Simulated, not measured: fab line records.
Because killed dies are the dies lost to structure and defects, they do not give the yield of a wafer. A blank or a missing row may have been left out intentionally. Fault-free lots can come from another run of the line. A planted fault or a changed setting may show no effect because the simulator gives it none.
One fault through the eyes of 2 desks :: flow n5_finfet :: each desk has only its own numbers; what lay behind them comes last

## AT THE TOOL OWNER'S DESK: ald_metal-02
The tool's own readings at N5_HKMG_FIN_NWFM_ALD_20 (deposits TiAlC, target thk 2 nm, pulse time 3 s, purge time 2 s): means of the sampled wafers that have a number, for each lot that ran on this tool. Marked OUT: a lot whose mean sits more than 4 standard deviations from the usual mean, which makes it out of limits; the brackets give that distance.
Columns: A = chamber_pressure_Torr at N5_HKMG_FIN_NWFM_ALD_20, usual 3.000 Torr; B = heater_power_w at N5_HKMG_FIN_NWFM_ALD_20, usual 479 W; C = precursor_pulse_height_rel at N5_HKMG_FIN_NWFM_ALD_20, usual 1.000
lot: L208
first seen here: day 4 05:55
A: 2.997
B: 441
C: 0.991

lot: L211
first seen here: day 4 23:39
A: 2.999
B: 457
C: 0.995

lot: L218
first seen here: day 6 21:41
A: 2.998
B: 451
C: 0.988

lot: L219
first seen here: day 7 02:20
A: 3.005
B: 451
C: 0.990

lot: L231
first seen here: day 10 05:47
A: 2.997
B: 479
C: 0.989
Finding of this desk: none of the 5 lots has anything out of limits.

## AT THE METROLOGY DESK
Means of the sampled wafers that have a number, per lot and without regard to the tool the lot ran on: this is what the gauges read. Marked OUT: a lot whose mean sits more than 4 standard deviations from the usual mean, which makes it out of limits; the brackets give that distance. Of its 17 readings 7 are shown: the one that was out of limits first, and those that lie furthest out on some lot.
Columns: A = IOFF_N_LIN at N5_BEOL_M4_RC_MEAS_101, usual 0.071 nA/um; B = IOFF_N_LONG at N5_BEOL_M4_RC_MEAS_101, usual 5.5e-05 nA/um; C = IOFF_P_LONG at N5_BEOL_M4_RC_MEAS_101, usual 0.000104 nA/um; D = ION_N at N5_BEOL_M4_RC_MEAS_101, usual 672 uA/um; E = VT_N at N5_BEOL_M4_RC_MEAS_101, usual 251 mV; F = VT_N_LONG at N5_BEOL_M4_RC_MEAS_101, usual 275.3 mV; G = VT_N_LVT at N5_BEOL_M4_RC_MEAS_101, usual 100 mV
lot: L208
first seen here: day 4 02:57
A: 0.082
B: 5.8e-05
C: 0.000113
D: 679
E: 248
F: 273.1
G: 96

lot: L209
first seen here: day 4 07:19
A: 0.060
B: 5.4e-05
C: 0.000107
D: 663
E: 254
F: 274.2
G: 102

lot: L211
first seen here: day 4 20:28
A: 0.068
B: 5.5e-05
C: 0.000096
D: 670
E: 252
F: 274.6
G: 99

lot: L218
first seen here: day 6 18:29
A: 0.048
B: 4.2e-05
C: 0.000129
D: 640
E: 265 (+4.2) OUT
F: 289.0 (+5.7) OUT
G: 112

lot: L219
first seen here: day 6 23:14
A: 0.070
B: 5.7e-05
C: 0.000133
D: 666
E: 252
F: 277.0
G: 102

lot: L222
first seen here: day 7 18:07
A: 0.071
B: 5.7e-05
C: 0.000106
D: 666
E: 251
F: 274.5
G: 101

lot: L225
first seen here: day 8 09:32
A: 0.067
B: 5.6e-05
C: 0.000111
D: 672
E: 253
F: 274.3
G: 101

lot: L230
first seen here: day 9 23:31
A: 0.063
B: 5.2e-05
C: 0.000101
D: 668
E: 252
F: 275.1
G: 103

lot: L231
first seen here: day 10 02:59
A: 0.057
B: 5.3e-05
C: 0.000108
D: 665
E: 255
F: 276.7
G: 104
Finding of this desk: L218 out of limits, first seen on L218 at day 10 11:20 (VT_N at N5_BEOL_M4_RC_MEAS_101). Within limits: L208, L209, L211, L219, L222, L225, L230, L231.

## TAKEN TOGETHER
At day 10 11:20 the metrology desk could have sounded an alarm, on L218.
The desk of the tool owner found nothing out of limits.
The tool owner's desk has L218 on record, within its limits.
All the named lots went through N5_HKMG_FIN_NWFM_ALD_20 on ald_metal-02.

## WHAT HAD BEEN PUT IN BY THE SIMULATOR
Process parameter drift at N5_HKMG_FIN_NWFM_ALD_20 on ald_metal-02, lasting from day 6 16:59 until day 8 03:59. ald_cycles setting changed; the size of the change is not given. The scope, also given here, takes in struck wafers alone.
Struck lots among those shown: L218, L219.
Hours from the fault's start to each desk's first reading out of limits: the metrology desk, 90.
